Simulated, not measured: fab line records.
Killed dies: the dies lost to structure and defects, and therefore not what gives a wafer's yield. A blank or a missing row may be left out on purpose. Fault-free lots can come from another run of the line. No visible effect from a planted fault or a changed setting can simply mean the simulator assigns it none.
fab line records	flow nand_harc
record: lots: 6	wafers: 18	last_day: 33
route steps=1302 shown A_SLIT@941 A_SIN_REMOVE@947 A_WL_FILL@952 END@1302
lots untouched by any fault: they come from a run of this same line in which no faults occurred
start_h: start of the lot's first displayed wafer, in hours after the record's first day	wait_h: time in hours since the lot's previous step	" same as the row above	L1.1+2: a single row standing in for several wafers	- no value, or no start was given	* or withheld: withheld	< > ~ a bound
route shown NAME@n: a module of which the file shows steps, and the number in the route of the first	usual: mean/standard deviation taken from wafers without a fault	same: alike in all rows	chamber/n: place in a boat	sites: each site's reading	_std_site: the standard deviation of these	_edge_site: the outer-site mean with the inner-site mean subtracted	radius_mm: for every site, how far away it sits from the centre of the wafer	mask NAME#n: copy n	behind: the tool/chamber that last shaped the wafer	hold: why the lot went on hold/how many hours it stayed there/how the hold came to an end	device: which transistor (n, p or np) failed to switch	end of line: the tests these same wafers got at the end of their route	where a step has no rows: the recipe by itself	killed: dies lost to structure and defects at the first sort, not the wafer's yield	map: per-die view of a wafer (x killed, . not killed, _ where there is no die)
set.NAME: the setting the step ran with; set.NAME@STEP: the setting that earlier step ran with	model.NAME: the simulator's own value behind a step, which no gauge read
lots seen at some steps along the route; tables by step, rows by wafer
services: the hour from which a tool's chamber was out of use, counted from the record's first day as start_h (under 0 if before that day), plus the number of hours and why
== steps ==
step: NHARC_A_SLIT_STRIP_28
recipe: o2_flow_sccm: 400	cos_flow_sccm: 20	ar_flow_sccm: 0	bias_w: 0	chemistry: O2/COS
step: NHARC_A_SLIT_ETCH_29
recipe: target_depth_a: 1000	overetch_a: 100	time_s: 55	ion_energy_ev: 100	cf4_flow_sccm: 80	o2_flow_sccm: 20	ar_flow_sccm: 0	rf_w: 300	bias_w: 100	chemistry: CF4/O2
usual: drypump_motor_current_A: 5.3/0.48	oes_product_au: 1.001/0.0098	rf_vpp_V: 197.6/1.6	showerhead_plenum_p_Torr: 1.32/0.063	throttle_valve_pct: 13.396/0.0084
lot.wafer	tool	chamber	start_h	wait_h	drypump_motor_current_A	oes_product_au	rf_hours_counter_h	rf_vpp_V	showerhead_plenum_p_Torr	throttle_valve_pct
L100.4	rie_diel-06	2	468.14	0.1	5.3	0.985	7	197.5	1.27	13.400
L100.3	"	3	"	"	6.5	0.985	8	195.6	1.25	13.380
L100.6	"	1	"	"	5.5	0.987	-	196.5	1.24	13.393
L108.4	rie_diel-13	3	531.41	0.1	5.5	0.989	0	199.3	1.41	13.404
L108.2	"	2	"	"	4.9	0.993	0	199.3	1.36	13.395
L108.5	"	0	"	"	5.8	0.993	-	195.7	1.31	13.379
L106.1	rie_diel-03	2	533.89	0.1	5.1	1.008	2	200.0	1.42	13.400
L106.3	"	0	"	"	5.1	1.003	2	199.5	1.41	13.403
L106.5	"	2	"	"	5.1	1.018	-	199.8	1.42	13.387
L116.3	rie_diel-03	0	609.23	0.1	5.1	0.995	8	199.1	1.41	13.406
L116.2	"	1	"	"	5.1	1.006	8	197.9	1.30	13.400
L116.6	"	0	"	"	5.1	1.003	-	198.5	1.41	13.391
L118.4	rie_diel-06	1	645.66	0.1	5.5	1.001	7	195.9	1.24	13.398
L118.3	"	2	"	"	5.3	0.991	9	197.4	1.27	13.412
L118.2	"	3	"	"	6.6	1.007	8	195.7	1.25	13.400
L123.4	rie_diel-03	0	678.44	0.1	5.1	1.005	1	199.2	1.40	13.403
L123.2	"	2	"	"	5.2	1.005	1	200.0	1.42	13.392
L123.5	"	1	"	"	5.1	0.998	-	197.0	1.30	13.387
step: NHARC_A_SLIT_STRIP_18
recipe: o2_flow_sccm: 500	ar_flow_sccm: 0	bias_w: 0	chemistry: O2
usual: drypump_motor_current_A: 5.4/0.5	oes_product_au: 0.998/0.0092	rf_vpp_V: 57.7/1	showerhead_plenum_p_Torr: 3.50/0.16	throttle_valve_pct: 17.036/0.0095
lot.wafer	tool	chamber	start_h	wait_h	drypump_motor_current_A	oes_product_au	rf_hours_counter_h	rf_vpp_V	showerhead_plenum_p_Torr	throttle_valve_pct
L100.4	rie_diel-06	3	-	-	6.6	0.983	8	57.7	3.31	17.029
L100.3	"	1	"	"	5.5	0.999	9	56.1	3.29	17.044
L100.6	"	3	"	"	6.6	0.980	-	57.4	3.31	17.044
L108.4	rie_diel-13	0	-	-	5.8	0.996	0	57.9	3.47	17.018
L108.2	"	3	"	"	5.6	0.988	0	58.0	3.72	17.018
L108.5	"	1	"	"	4.7	0.989	-	58.0	3.31	17.029
L106.1	rie_diel-03	0	-	-	5.1	0.998	2	57.2	3.71	17.044
L106.3	"	2	"	"	5.2	1.015	2	58.6	3.75	17.030
L106.5	"	0	"	"	5.1	0.999	-	58.4	3.71	17.037
L116.3	rie_diel-03	0	-	-	5.1	1.001	9	59.3	3.70	17.042
L116.2	"	1	"	"	5.1	1.000	8	57.6	3.44	17.050
L116.6	"	3	"	"	5.0	0.980	-	56.8	3.57	17.025
L118.4	rie_diel-06	0	-	-	5.6	0.992	6	58.6	3.59	17.007
L118.3	"	1	"	"	5.6	0.984	7	57.1	3.29	17.028
L118.2	"	2	"	"	5.3	0.983	9	57.0	3.37	17.043
L123.4	rie_diel-03	3	-	-	4.9	0.982	1	58.9	3.57	17.052
L123.2	"	0	"	"	5.1	0.994	1	58.0	3.70	17.043
L123.5	"	3	"	"	4.9	0.997	-	58.3	3.57	17.030
step: NHARC_A_SLIT_PRECLEAN_19
recipe: time_s: *	temp_c: 50	bath_age_min: 0	chemistry: SC1
step: NHARC_A_SLIT_SRD_20
step: NHARC_A_SLIT_CD_MEAS_21
usual: cd_nm: 289.7/0.84
lot.wafer	tool	chamber	start_h	wait_h	cd_nm
L100.3	cd_sem-01	-	468.67	-	290.3
L100.4	"	-	"	"	289.3
L100.6	"	-	"	"	288.7
L108.2	cd_sem-01	-	531.94	-	290.0
L108.4	"	-	"	"	289.9
L108.5	"	-	"	"	289.4
L106.1	cd_sem-02	-	534.42	-	290.7
L106.3	"	-	"	"	288.3
L106.5	"	-	"	"	290.0
L116.2	cd_sem-01	-	609.76	-	289.5
L116.3	"	-	"	"	289.0
L116.6	"	-	"	"	288.5
L118.2	cd_sem-02	-	646.20	-	288.9
L118.3	"	-	"	"	289.4
L118.4	"	-	"	"	288.2
L123.2	cd_sem-01	-	678.98	-	291.1
L123.4	"	-	"	"	290.3
L123.5	"	-	"	"	290.9
step: NHARC_A_SIN_REMOVE_WET_00
recipe: temp_c: 160	time_s: 15300	chemistry: H3PO4
step: NHARC_A_SIN_REMOVE_PRECLEAN_01
recipe: time_s: *	temp_c: 50	bath_age_min: 0	chemistry: SC1
step: NHARC_A_SIN_REMOVE_SRD_02
step: NHARC_A_SIN_REMOVE_INSPECT_04
usual: raw_defect_count: 376/79
lot.wafer	tool	chamber	start_h	wait_h	raw_defect_count
L100.3	defect_inspect-02	-	475.33	0.0	379
L100.4	"	-	"	"	407
L100.6	"	-	"	"	396
L108.2	defect_inspect-01	-	538.49	0.0	343
L108.4	"	-	"	"	413
L108.5	"	-	"	"	409
L106.1	defect_inspect-02	-	541.24	0.1	363
L106.3	"	-	"	"	334
L106.5	"	-	"	"	343
L116.2	defect_inspect-01	-	616.30	0.0	371
L116.3	"	-	"	"	384
L116.6	"	-	"	"	321
L118.2	defect_inspect-01	-	652.87	0.0	356
L118.3	"	-	"	"	325
L118.4	"	-	"	"	354
L123.2	defect_inspect-02	-	685.62	0.0	329
L123.4	"	-	"	"	331
L123.5	"	-	"	"	338
step: NHARC_A_WL_FILL_ALD_00
recipe: target_thk_a: 30	pulse_time_s: 3	ald_cycles: 30	temp_c: 300	material: Al2O3
usual: heater_power_w: 477/58	precursor_pulse_height_rel: 1.000/0.017
same: ald_cycles: 30
lot.wafer	tool	chamber	start_h	wait_h	heater_power_w	precursor_pulse_height_rel	since_wet_clean_h
L100.3	ald_hk-04	1	475.42	0.1	517	0.983	33
L100.4	"	2	"	"	639	0.986	33
L100.6	"	1	"	"	521	0.987	-
L108.2	ald_hk-01	0	540.52	2.0	521	1.005	51
L108.4	"	3	"	"	482	0.994	51
L108.5	"	0	"	"	536	0.995	-
L106.3	ald_hk-02	1	541.33	0.1	414	1.019	0
L106.1	"	3	"	"	507	1.001	0
L106.5	"	1	"	"	406	1.001	-
L116.2	ald_hk-02	3	616.36	0.1	508	1.004	75
L116.3	"	2	"	"	421	0.980	76
L116.6	"	0	"	"	448	0.993	-
L118.2	ald_hk-04	3	652.94	0.1	440	1.037	32
L118.4	"	0	"	"	456	1.037	32
L118.3	"	2	"	"	589	0.990	32
L123.2	ald_hk-02	3	685.71	0.1	514	1.009	145
L123.4	"	1	"	"	401	1.020	145
L123.5	"	2	"	"	412	0.972	-
step: NHARC_A_WL_FILL_RTA_01
recipe: temp_c: 1000	time_s: 5
usual: lamp_power_pct: 27.4/0.31	lamp_zone_1_pct: 27.4/0.31	lamp_zone_2_pct: 27.4/0.3	lamp_zone_3_pct: 27.4/0.3	lamp_zone_4_pct: 27.4/0.31	lamp_zone_5_pct: 27.4/0.31	lamp_zone_6_pct: 27.3/0.3	lamp_zone_7_pct: 27.8/0.31	wafer_temp_C_max: 1007.7/1.5
lot.wafer	tool	chamber	start_h	wait_h	lamp_power_pct	lamp_zone_1_pct	lamp_zone_2_pct	lamp_zone_3_pct	lamp_zone_4_pct	lamp_zone_5_pct	lamp_zone_6_pct	lamp_zone_7_pct	wafer_temp_C_max
L100.3	rtp_anneal-01	0	475.74	-	27.7	27.8	27.7	27.7	27.7	27.8	27.7	28.2	1008.0
L100.4	"	0	"	"	27.7	27.7	27.7	27.7	27.8	27.8	27.7	28.2	1007.3
L100.6	"	0	"	"	27.7	27.7	27.7	27.7	27.8	27.7	27.7	28.2	1006.7
L108.2	rtp_anneal-02	0	540.83	-	24.4	24.3	24.4	24.4	24.3	24.4	24.3	24.8	969.4
L108.4	"	0	"	"	24.4	24.3	24.4	24.4	24.4	24.4	24.3	24.9	967.7
L108.5	"	0	"	"	24.4	24.4	24.3	24.4	24.3	24.4	24.3	24.9	970.0
L106.1	rtp_anneal-02	0	541.56	-	24.4	24.4	24.3	24.4	24.4	24.4	24.3	24.8	967.2
L106.3	"	0	"	"	24.3	24.4	24.4	24.4	24.4	24.4	24.4	24.8	975.4
L106.5	"	0	"	"	24.4	24.4	24.3	24.4	24.4	24.4	24.3	24.9	967.2
L116.2	rtp_anneal-02	0	616.65	-	27.1	27.1	27.2	27.1	27.1	27.1	27.0	27.6	1008.3
L116.3	"	0	"	"	27.1	27.1	27.1	27.1	27.1	27.1	27.1	27.5	1007.6
L116.6	"	0	"	"	27.1	27.1	27.1	27.1	27.1	27.1	27.0	27.6	1006.2
L118.2	rtp_anneal-02	0	653.23	-	27.1	27.1	27.1	27.1	27.1	27.1	27.0	27.5	1008.0
L118.3	"	0	"	"	27.1	27.1	27.1	27.1	27.1	27.1	27.1	27.6	1010.1
L118.4	"	0	"	"	27.1	27.1	27.1	27.1	27.0	27.1	27.1	27.6	1008.3
L123.2	rtp_anneal-02	0	685.97	-	27.1	27.1	27.1	27.1	27.2	27.1	27.1	27.5	1006.5
L123.4	"	0	"	"	27.1	27.1	27.1	27.1	27.1	27.1	27.1	27.6	1005.9
L123.5	"	0	"	"	27.2	27.1	27.1	27.1	27.2	27.1	27.1	27.6	1006.9
step: NHARC_A_WL_FILL_ALD_02
recipe: target_thk_a: 20	pulse_time_s: 3	ald_cycles: 100	temp_c: 450	material: TiN
usual: heater_power_w: 1161/140	precursor_pulse_height_rel: 1.000/0.021
same: ald_cycles: 100
lot.wafer	tool	chamber	start_h	wait_h	heater_power_w	precursor_pulse_height_rel	since_wet_clean_h
L100.4	ald_metal-03	3	475.90	0.1	1285	1.002	76
L100.3	"	0	"	"	1466	0.993	76
L100.6	"	0	"	"	1408	0.985	-
L108.2	ald_metal-01	0	541.06	0.2	1140	1.011	5
L108.5	"	0	"	"	1163	0.991	-
L108.4	"	1	"	"	1246	0.983	-
L106.1	ald_metal-03	1	541.85	0.3	1001	1.021	142
L106.3	"	2	"	"	1126	1.017	142
L106.5	"	0	"	"	1453	0.999	-
L116.3	ald_metal-03	2	616.84	0.1	1110	1.006	39
L116.2	"	1	"	"	960	1.041	39
L116.6	"	2	"	"	1132	1.027	-
L118.2	ald_metal-01	1	653.42	0.2	1247	0.948	117
L118.4	"	2	"	"	1073	0.980	118
L118.3	"	0	"	"	1149	0.998	118
L123.2	ald_metal-03	1	686.16	0.2	989	1.000	108
L123.4	"	0	"	"	1436	0.999	108
L123.5	"	1	"	"	957	1.032	-
step: NHARC_END_SORT_01
recipe: temp_c: 25
usual: killed_at_array: 53/19	killed_at_other: 0.8/1.2	killed_at_periphery: 3.7/2.3	killed_dies: 57/19	killed_open: 3.2/1.7	killed_short: 2.6/1.8
same: gross_dies: 677
lot.wafer	tool	chamber	start_h	wait_h	killed_at_array	killed_at_other	killed_at_periphery	killed_dies	killed_open	killed_short
L100.3	prober-01	0	581.26	3.1	48	0	2	50	3	2
L100.4	prober-01	0	582.07	3.4	77	0	3	80	3	4
L100.6	prober-01	0	583.68	4.0	60	0	2	62	1	10
L108.2	prober-01	0	641.63	2.8	77	1	7	85	2	5
L108.4	prober-01	0	643.21	3.4	69	1	10	80	5	6
L108.5	prober-01	0	644.00	3.7	75	2	6	83	4	1
L116.2	prober-01	0	717.44	2.8	58	0	4	62	3	0
L116.3	prober-01	0	718.24	3.1	55	1	7	63	9	1
L116.6	prober-01	0	720.65	4.0	53	3	2	58	2	4
killed by level:class
L100.3 A_SLIT:chamber_film_flake=22 A_CHANNEL_HOLE_D1:chamber_film_flake=15 A_CHANNEL_HOLE_D2:chamber_film_flake=5 A_M0:geometric_particle:open=2 P_M0:geometric_particle:short=1 P_M1:geometric_particle:open=1 A_WL_FILL:geometric_particle:short=1 A_WL_FILL:chamber_film_flake=1
L100.4 A_CHANNEL_HOLE_D1:chamber_film_flake=37 A_SLIT:chamber_film_flake=24 A_WL_FILL:chamber_film_flake=4 A_CHANNEL_HOLE_D2:chamber_film_flake=3 A_ONON_D1:geometric_particle:open=2 A_CONTACT:chamber_film_flake=2 P_CONTACT:geometric_particle:short=1 A_CHANNEL_FILL_D1:geometric_particle:short=1
L100.6 A_CHANNEL_HOLE_D1:chamber_film_flake=20 A_SLIT:chamber_film_flake=18 A_CHANNEL_HOLE_D2:chamber_film_flake=7 A_ONON_D2:geometric_particle:short=4 A_WL_FILL:chamber_film_flake=3 A_WL_FILL:geometric_particle:short=2 P_GATE:chamber_film_flake=2 A_ONON_D1:geometric_particle:short=1
L108.2 A_SLIT:chamber_film_flake=34 A_CHANNEL_HOLE_D1:chamber_film_flake=24 A_CHANNEL_HOLE_D2:chamber_film_flake=5 A_BONDPAD:chamber_film_flake=5 P_BONDPAD:chamber_film_flake=4 A_BLC:chamber_film_flake=2 P_CONTACT:geometric_particle:short=1 P_M0:geometric_particle:open=1
L108.4 A_SLIT:chamber_film_flake=30 A_CHANNEL_HOLE_D1:chamber_film_flake=17 A_CHANNEL_HOLE_D2:chamber_film_flake=8 A_DECK1_JOINT:chamber_film_flake=5 P_BONDPAD:chamber_film_flake=4 P_CONTACT:geometric_particle:open=2 A_CONTACT:geometric_particle:short=2 P_ZERO_WELL:chamber_film_flake=2
L108.5 A_CHANNEL_HOLE_D1:chamber_film_flake=28 A_SLIT:chamber_film_flake=25 A_CHANNEL_HOLE_D2:chamber_film_flake=9 A_ZERO_WELL:chamber_film_flake=3 P_BONDPAD:chamber_film_flake=2 A_DECK1_JOINT:chamber_film_flake=2 A_CONTACT:chamber_film_flake=2 THIN_TSV:chamber_film_flake=2
L116.2 A_SLIT:chamber_film_flake=32 A_CHANNEL_HOLE_D2:chamber_film_flake=12 A_CHANNEL_HOLE_D1:chamber_film_flake=10 P_M0:geometric_particle:open=1 P_M1:geometric_particle:open=1 A_ONON_D1:geometric_particle:open=1 P_STI:chamber_film_flake=1 P_M2:chamber_film_flake=1
L116.3 A_SLIT:chamber_film_flake=23 A_CHANNEL_HOLE_D2:chamber_film_flake=17 A_CHANNEL_HOLE_D1:chamber_film_flake=5 P_CONTACT:geometric_particle:open=2 P_M2:chamber_film_flake=2 A_DECK1_JOINT:chamber_film_flake=2 P_M0:geometric_particle:open=1 P_M1:geometric_particle:open=1
L116.6 A_SLIT:chamber_film_flake=18 A_CHANNEL_HOLE_D2:chamber_film_flake=17 A_CHANNEL_HOLE_D1:chamber_film_flake=5 A_ONON_D1:geometric_particle:short=3 A_M0:chamber_film_flake=3 A_CHANNEL_FILL_D2:geometric_particle:open=2 P_STI:chamber_film_flake=2 A_CONTACT:chamber_film_flake=2
== services ==
tool	chamber	start_h	hours	kind
rie_diel-03	3	445.08	7.5	repair
ald_hk-04	-	458.68	1.5	repair
rie_diel-06	3	461.84	2.4	repair
rie_diel-13	3	466.52	10.0	repair
rie_diel-03	-	480.35	9.0	pm
rie_diel-06	-	484.20	9.0	pm
rie_diel-03	-	497.28	0.6	repair
rie_diel-06	-	501.90	0.4	repair
ald_hk-04	-	514.02	1.6	repair
rie_diel-13	3	517.44	3.2	repair
rie_diel-13	-	519.10	9.0	pm
rie_diel-03	0	519.16	3.2	repair
ald_metal-01	-	526.01	10.0	pm
ald_hk-02	-	530.98	10.0	pm
rie_diel-06	-	539.51	0.7	repair
rie_diel-03	3	559.59	2.6	repair
ald_metal-03	-	568.00	10.0	pm
ald_metal-03	0	606.09	30.2	repair
rie_diel-03	1	623.99	6.2	repair
rie_diel-06	0	636.23	3.5	repair
rie_diel-03	-	648.71	0.5	repair
ald_hk-02	-	652.60	0.6	repair
rie_diel-03	-	657.35	9.0	pm
rie_diel-06	-	661.20	9.0	pm
== key ==
first_sign: step: NHARC_A_WL_FILL_RTA_01	reading: wafer_temp_C_max	direction: down	sigmas: 26	usual: *	struck: *
effect: step: NHARC_A_WL_FILL_RTA_01	reading: lamp_zone_2_pct	direction: down	sigmas: 10	usual: 27.4	struck: 24.4
met_at NHARC_A_WL_FILL_RTA_01
struck_wafers L106.1,L106.3,L106.5,L108.2,L108.4,L108.5
tester_left_out L106,L108
fault: kind: process_parameter_drift	tool: rtp_anneal-02	chamber: -	onset_h: 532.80	steps: NHARC_A_WL_FILL_RTA_01	channel: temp_c	offset: *	shape: step	end_h: 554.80	acts_in: *	stated: *
tester_left_out: of these lots the tester's yield and bins aren't shown, on N5 and GAA mostly nor the transistor test; their killed dies are dies lost to structure and defects alone, not to doping, threshold or leakage, so they don't give the yield
